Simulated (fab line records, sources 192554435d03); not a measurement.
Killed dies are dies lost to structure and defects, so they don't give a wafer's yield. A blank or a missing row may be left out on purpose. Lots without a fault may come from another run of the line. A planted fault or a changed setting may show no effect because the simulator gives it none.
Chamber matching | flow n5_finfet | N5_BEOL_M13_ETCH_67 on rie_diel-01: 4 sister chambers
The step etches SiARC in CF4, target depth 143 nm, time 238.3 s. 16 wafers are shown with their chamber, then 8 later ones without.

WAFERS WITH THEIR CHAMBER
wafer  | chamber | drypump_motor_current_A (A) | showerhead_plenum_p_Torr (Torr) | oes_product_au (a.u.)
L074.2 | 0       | 4.9                         | 2.16                            | 0.74
L074.3 | 1       | 5.8                         | 2.17                            | 0.73
L074.4 | 1       | 5.8                         | 2.17                            | 0.73
L080.1 | 0       | 4.9                         | 2.15                            | 0.73
L080.4 | 2       | 5.0                         | 2.11                            | 0.85
L080.5 | 1       | 5.8                         | 2.17                            | 0.72
L078.1 | 1       | 5.8                         | 2.17                            | 0.71
L078.3 | 0       | 4.9                         | 2.15                            | 0.72
L078.6 | 1       | 5.8                         | 2.16                            | 0.72
L081.2 | 1       | 5.8                         | 2.16                            | 0.71
L081.4 | 0       | 4.9                         | 2.15                            | 0.72
L081.6 | 1       | 5.8                         | 2.16                            | 0.72
L086.1 | 2       | 5.0                         | 2.10                            | 0.81
L086.2 | 1       | 5.7                         | 2.16                            | 0.70
L086.4 | 0       | 4.9                         | 2.15                            | 0.71
L089.1 | 3       | 5.3                         | 2.03                            | 0.58

SIGNATURES (means of the wafers above)
reading                  | chamber 0 | chamber 1 | chamber 2 | chamber 3 | scatter within a chamber
drypump_motor_current_A  | 4.900     | 5.787     | 5.000     | 5.300     | 0.027
showerhead_plenum_p_Torr | 2.1520    | 2.1650    | 2.1050    | 2.0300    | 0.00524
oes_product_au           | 0.7240    | 0.7175    | 0.8300    | 0.5800    | 0.0131
Rule: a wafer's distance from a chamber is the root of the sum, over the readings, of the square of ((its reading less the chamber's mean) divided by the reading's scatter). The wafer belongs to the nearest chamber; if the next one is less than 2 further off, it can't be placed. The scatter: the root of (the sum of the squares of (reading less its chamber's mean) over the shown wafers, divided by (wafers less chambers)).

WAFERS WITHOUT THEIR CHAMBER
wafer  | drypump_motor_current_A (A) | showerhead_plenum_p_Torr (Torr) | oes_product_au (a.u.)
L089.4 | 4.9                         | 2.14                            | 0.71
L089.6 | 5.0                         | 2.10                            | 0.79
L096.2 | 5.3                         | 2.29                            | 0.86
L096.3 | 5.0                         | 2.10                            | 0.77
L096.4 | 4.9                         | 2.14                            | 0.69
L097.2 | 5.3                         | 2.28                            | 0.84
L097.3 | 5.8                         | 2.15                            | 0.68
L097.6 | 5.8                         | 2.15                            | 0.68

WHICH CHAMBER EACH WENT THROUGH
wafer  | from the rows above     | in truth
L089.4 | 0                       | 0
L089.6 | 2                       | 2
L096.2 | can't be placed: 1 or 0 | 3
L096.3 | 2                       | 2
L096.4 | 0                       | 0
L097.2 | can't be placed: 0 or 1 | 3
L097.3 | 1                       | 1
L097.6 | 1                       | 1
Placed correctly: 6 of 8. Can't be placed from these rows: 2 (the true chamber is among the candidates in 0). Placed wrongly: 0.
